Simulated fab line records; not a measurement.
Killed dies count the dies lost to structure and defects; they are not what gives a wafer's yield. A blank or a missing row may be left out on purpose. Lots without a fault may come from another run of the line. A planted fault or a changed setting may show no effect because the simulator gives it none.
Which tool is to blame? :: flow nandHarc :: Sampling: 13 lots, 39 wafers, 5 of 1159 route steps

## WHAT EACH GAUGE READ, for each wafer
NHARC_P_START_INSPECT_01. Usual: rawDefectCount at 3.5, with a standard deviation of 1.8.
lot: L491
measured: day 1 12:03
on: defectInspect-01
rawDefectCount: 4 5 5
flag: 

lot: L492
measured: day 1 18:02
on: defectInspect-01
rawDefectCount: 5 2 5
flag: 

lot: L495
measured: day 2 12:02
on: defectInspect-02
rawDefectCount: 3 1 3
flag: 

lot: L496
measured: day 2 18:02
on: defectInspect-02
rawDefectCount: 7 2 3
flag: 

lot: L497
measured: day 3 00:02
on: defectInspect-01
rawDefectCount: 4 8 6
flag: 

lot: L498
measured: day 3 06:03
on: defectInspect-01
rawDefectCount: 3 1 5
flag: 

lot: L499
measured: day 3 12:02
on: defectInspect-01
rawDefectCount: 2 3 1
flag: 

lot: L508
measured: day 5 18:02
on: defectInspect-02
rawDefectCount: 1 3 5
flag: 

lot: L509
measured: day 6 00:02
on: defectInspect-01
rawDefectCount: 4 7 3
flag: 

lot: L510
measured: day 6 06:02
on: defectInspect-01
rawDefectCount: 6 5 3
flag: 

lot: L511
measured: day 6 12:02
on: defectInspect-01
rawDefectCount: 6 1 3
flag: 

lot: L512
measured: day 6 18:02
on: defectInspect-02
rawDefectCount: 5 4 4
flag: 

lot: L513
measured: day 7 00:02
on: defectInspect-01
rawDefectCount: 2 2 7
flag: 

NHARC_P_STI_INSPECT_11. Usual: rawDefectCount at 5.3, with a standard deviation of 2.3.
lot: L491
measured: day 2 12:40
on: defectInspect-02
rawDefectCount: 8 6 7
flag: 

lot: L492
measured: day 2 17:31
on: defectInspect-01
rawDefectCount: 1 3 2
flag: 

lot: L495
measured: day 3 11:37
on: defectInspect-02
rawDefectCount: 7 8 10
flag: 

lot: L496
measured: day 3 22:31
on: defectInspect-02
rawDefectCount: 4 8 10
flag: 

lot: L497
measured: day 3 23:23
on: defectInspect-01
rawDefectCount: 2 3 5
flag: 

lot: L498
measured: day 4 10:30
on: defectInspect-02
rawDefectCount: 4 2 5
flag: 

lot: L499
measured: day 4 10:20
on: defectInspect-02
rawDefectCount: 2 8 8
flag: 

lot: L508
measured: day 6 17:28
on: defectInspect-01
rawDefectCount: 5 3 6
flag: 

lot: L509
measured: day 7 01:20
on: defectInspect-01
rawDefectCount: 2 5 4
flag: 

lot: L510
measured: day 7 10:23
on: defectInspect-01
rawDefectCount: 5 8 2
flag: 

lot: L511
measured: day 7 10:34
on: defectInspect-01
rawDefectCount: 10 5 10
flag: 

lot: L512
measured: day 7 16:56
on: defectInspect-01
rawDefectCount: 4 5 6
flag: 

lot: L513
measured: day 8 02:38
on: defectInspect-02
rawDefectCount: 7 7 8
flag: 

NHARC_P_STI_OCD_MEAS_17. Usual: trenchFootCdNm at 158.2 nm, with a standard deviation of 2.8.
lot: L491
measured: day 2 13:22
on: ocd-01
trenchFootCdNm (nm): 156.9 156.0 161.1
flag: 

lot: L492
measured: day 2 18:11
on: ocd-01
trenchFootCdNm (nm): 156.8 162.7 154.7
flag: 

lot: L495
measured: day 3 12:19
on: ocd-02
trenchFootCdNm (nm): 160.5 162.5 159.1
flag: 

lot: L496
measured: day 3 23:13
on: ocd-01
trenchFootCdNm (nm): 154.7 159.4 157.3
flag: 

lot: L497
measured: day 4 00:05
on: ocd-01
trenchFootCdNm (nm): 157.6 158.3 155.3
flag: 

lot: L498
measured: day 4 11:13
on: ocd-01
trenchFootCdNm (nm): 156.4 158.5 155.5
flag: 

lot: L499
measured: day 4 11:02
on: ocd-02
trenchFootCdNm (nm): 156.6 159.4 160.6
flag: 

lot: L508
measured: day 6 18:07
on: ocd-02
trenchFootCdNm (nm): 156.8 154.5 156.7
flag: 

lot: L509
measured: day 7 02:02
on: ocd-02
trenchFootCdNm (nm): 161.2 159.7 160.8
flag: 

lot: L510
measured: day 7 11:04
on: ocd-01
trenchFootCdNm (nm): 159.3 154.9 157.5
flag: 

lot: L511
measured: day 7 11:16
on: ocd-02
trenchFootCdNm (nm): 154.3 161.9 158.2
flag: 

lot: L512
measured: day 7 17:38
on: ocd-01
trenchFootCdNm (nm): 160.0 159.4 163.5
flag: 

lot: L513
measured: day 8 03:17
on: ocd-01
trenchFootCdNm (nm): 159.1 163.0 159.6
flag: 

NHARC_END_SORT_01. Usual: killedAtArray 27, standard deviation 11; killedAtOther 0.6, standard deviation 1; killedAtPeriphery 3.0, standard deviation 2.1; killedDies 31, standard deviation 12; killedOpen 3.2, standard deviation 1.7; killedShort 1.7, standard deviation 1.4.
lot: L498
measured: day 21 12:30
on: prober-01
killedAtArray: 28 24 14
killedAtOther: 1 0 1
killedAtPeriphery: 648 653 662
killedDies: 677 677 677
killedOpen: 3 4 3
killedShort: 2 1 0
flag: OFF

lot: L499
measured: day 22 02:11
on: prober-02
killedAtArray: 29 28 27
killedAtOther: 1 0 0
killedAtPeriphery: 647 649 650
killedDies: 677 677 677
killedOpen: 2 3 2
killedShort: 3 3 1
flag: OFF

## EACH LOT AND THE TOOL THAT RAN IT (in order: tool; ch and the chambers of the sampled wafers; start)
lot: L491
NHARC_P_STI_ETCH_31: rieDiel-04 ch 0,1,3, day 2 13:00

lot: L492
NHARC_P_STI_ETCH_31: rieDiel-08 ch 0,1,2, day 2 17:49

lot: L495
NHARC_P_STI_ETCH_31: rieDiel-08 ch 0,1,3, day 3 11:56

lot: L496
NHARC_P_STI_ETCH_31: rieDiel-04 ch 0,3, day 3 22:52

lot: L497
NHARC_P_STI_ETCH_31: rieDiel-08 ch 1,2,3, day 3 23:41

lot: L498
NHARC_P_STI_ETCH_31: rieDiel-03 ch 1,2,3, day 4 10:51

lot: L499
NHARC_P_STI_ETCH_31: rieDiel-08 ch 0,2,3, day 4 10:39

lot: L508
NHARC_P_STI_ETCH_31: rieDiel-08 ch 0,2, day 6 17:46

lot: L509
NHARC_P_STI_ETCH_31: rieDiel-08 ch 0,1,2, day 7 01:38

lot: L510
NHARC_P_STI_ETCH_31: rieDiel-04 ch 1,3, day 7 10:42

lot: L511
NHARC_P_STI_ETCH_31: rieDiel-03 ch 0,1,2, day 7 10:52

lot: L512
NHARC_P_STI_ETCH_31: rieDiel-08 ch 1,2, day 7 17:16

lot: L513
NHARC_P_STI_ETCH_31: rieDiel-08 ch 0,2, day 8 02:56
- NHARC_P_STI_ETCH_31: etches the open film in CF4/CHF3, target depth 108.9 nm, time 54.5 s.

## WHAT THE TOOLS THEMSELVES READ (means of the sampled wafers that have a number; where no wafer has one, the mark that the record gives instead)
NHARC_P_STI_ETCH_31. Usual: for biasW, 200.1 W with a standard deviation of 0.57; for cf4FlowSccm, 99.97 sccm with a standard deviation of 0.28; for drypumpMotorCurrentA, 5.7 A with a standard deviation of 0.39; for oesProductAu, 0.960 a.u. with a standard deviation of 0.02; for rfVppV, 370.6 V with a standard deviation of 2.5; for showerheadPlenumPTorr, 1.57 Torr with a standard deviation of 0.068; for throttleValvePct, 16.802 % with a standard deviation of 0.0092.
lot: L491
tool: rieDiel-04
biasW (W): 199.9
cf4FlowSccm (sccm): 100.13
drypumpMotorCurrentA (A): 5.9
oesProductAu (a.u.): 0.948
rfVppV (V): 369.2
showerheadPlenumPTorr (Torr): 1.53
throttleValvePct (%): 16.793
flag: 

lot: L492
tool: rieDiel-08
biasW (W): 200.2
cf4FlowSccm (sccm): 100.03
drypumpMotorCurrentA (A): 5.5
oesProductAu (a.u.): 0.973
rfVppV (V): 373.5
showerheadPlenumPTorr (Torr): 1.66
throttleValvePct (%): 16.798
flag: 

lot: L495
tool: rieDiel-08
biasW (W): 200.2
cf4FlowSccm (sccm): 99.64
drypumpMotorCurrentA (A): 5.6
oesProductAu (a.u.): 0.960
rfVppV (V): 371.9
showerheadPlenumPTorr (Torr): 1.61
throttleValvePct (%): 16.798
flag: 

lot: L496
tool: rieDiel-04
biasW (W): 199.7
cf4FlowSccm (sccm): 99.89
drypumpMotorCurrentA (A): 5.4
oesProductAu (a.u.): 0.947
rfVppV (V): 370.2
showerheadPlenumPTorr (Torr): 1.56
throttleValvePct (%): 16.807
flag: 

lot: L497
tool: rieDiel-08
biasW (W): 199.8
cf4FlowSccm (sccm): 100.06
drypumpMotorCurrentA (A): 5.5
oesProductAu (a.u.): 0.975
rfVppV (V): 371.8
showerheadPlenumPTorr (Torr): 1.59
throttleValvePct (%): 16.803
flag: 

lot: L498
tool: rieDiel-03
biasW (W): -
cf4FlowSccm (sccm): -
drypumpMotorCurrentA (A): -
oesProductAu (a.u.): -
rfVppV (V): -
showerheadPlenumPTorr (Torr): -
throttleValvePct (%): -
flag: OFF

lot: L499
tool: rieDiel-08
biasW (W): -
cf4FlowSccm (sccm): -
drypumpMotorCurrentA (A): -
oesProductAu (a.u.): -
rfVppV (V): -
showerheadPlenumPTorr (Torr): -
throttleValvePct (%): -
flag: OFF

lot: L508
tool: rieDiel-08
biasW (W): 200.0
cf4FlowSccm (sccm): 99.72
drypumpMotorCurrentA (A): 5.7
oesProductAu (a.u.): 0.977
rfVppV (V): 374.1
showerheadPlenumPTorr (Torr): 1.65
throttleValvePct (%): 16.802
flag: 

lot: L509
tool: rieDiel-08
biasW (W): 200.1
cf4FlowSccm (sccm): 99.63
drypumpMotorCurrentA (A): 5.6
oesProductAu (a.u.): 0.970
rfVppV (V): 373.5
showerheadPlenumPTorr (Torr): 1.65
throttleValvePct (%): 16.797
flag: 

lot: L510
tool: rieDiel-04
biasW (W): 200.2
cf4FlowSccm (sccm): 99.93
drypumpMotorCurrentA (A): 6.0
oesProductAu (a.u.): 0.979
rfVppV (V): 368.8
showerheadPlenumPTorr (Torr): 1.51
throttleValvePct (%): 16.795
flag: 

lot: L511
tool: rieDiel-03
biasW (W): 199.9
cf4FlowSccm (sccm): 99.84
drypumpMotorCurrentA (A): 5.5
oesProductAu (a.u.): 0.970
rfVppV (V): 370.9
showerheadPlenumPTorr (Torr): 1.57
throttleValvePct (%): 16.796
flag: 

lot: L512
tool: rieDiel-08
biasW (W): 200.4
cf4FlowSccm (sccm): 100.21
drypumpMotorCurrentA (A): 5.4
oesProductAu (a.u.): 0.927
rfVppV (V): 373.0
showerheadPlenumPTorr (Torr): 1.66
throttleValvePct (%): 16.791
flag: 

lot: L513
tool: rieDiel-08
biasW (W): 200.2
cf4FlowSccm (sccm): 100.28
drypumpMotorCurrentA (A): 5.7
oesProductAu (a.u.): 0.974
rfVppV (V): 372.8
showerheadPlenumPTorr (Torr): 1.65
throttleValvePct (%): 16.808
flag: 

## THE ANSWER, worked out from the rows above alone
Rule: a lot counts as off when the mean over its wafers that have a number is more than 3 standard deviations away from the usual mean. A lot without any number at a reading at which 4 lots or more have one is off too. Where the step has rows for the other lots, those lots are counted as sound. The gauges are gone through in route order, then the tools' own readings, and for those a lot's mean is taken as printed above. The first step at which some lot is off is used, and at that step the reading that is off furthest; a lot without a number counts as furthest.
Off: L498, L499 (NHARC_END_SORT_01, killedAtPeriphery). Neither off nor sound, because the step has no rows for them: L491, L492, L495, L496, L497, L508, L509, L510, L511, L512, L513.
A tool fits if, at a process step before that reading, it ran every lot that is off, and no sound lot after the first of them. The gauges at NHARC_END_SORT_01 aren't tried: what is off there is off at NHARC_P_STI_ETCH_31 too, on other tools, and a gauge's error can't cause that. Not one of the candidates tried fits.

## WHAT WAS PUT IN BY THE SIMULATOR
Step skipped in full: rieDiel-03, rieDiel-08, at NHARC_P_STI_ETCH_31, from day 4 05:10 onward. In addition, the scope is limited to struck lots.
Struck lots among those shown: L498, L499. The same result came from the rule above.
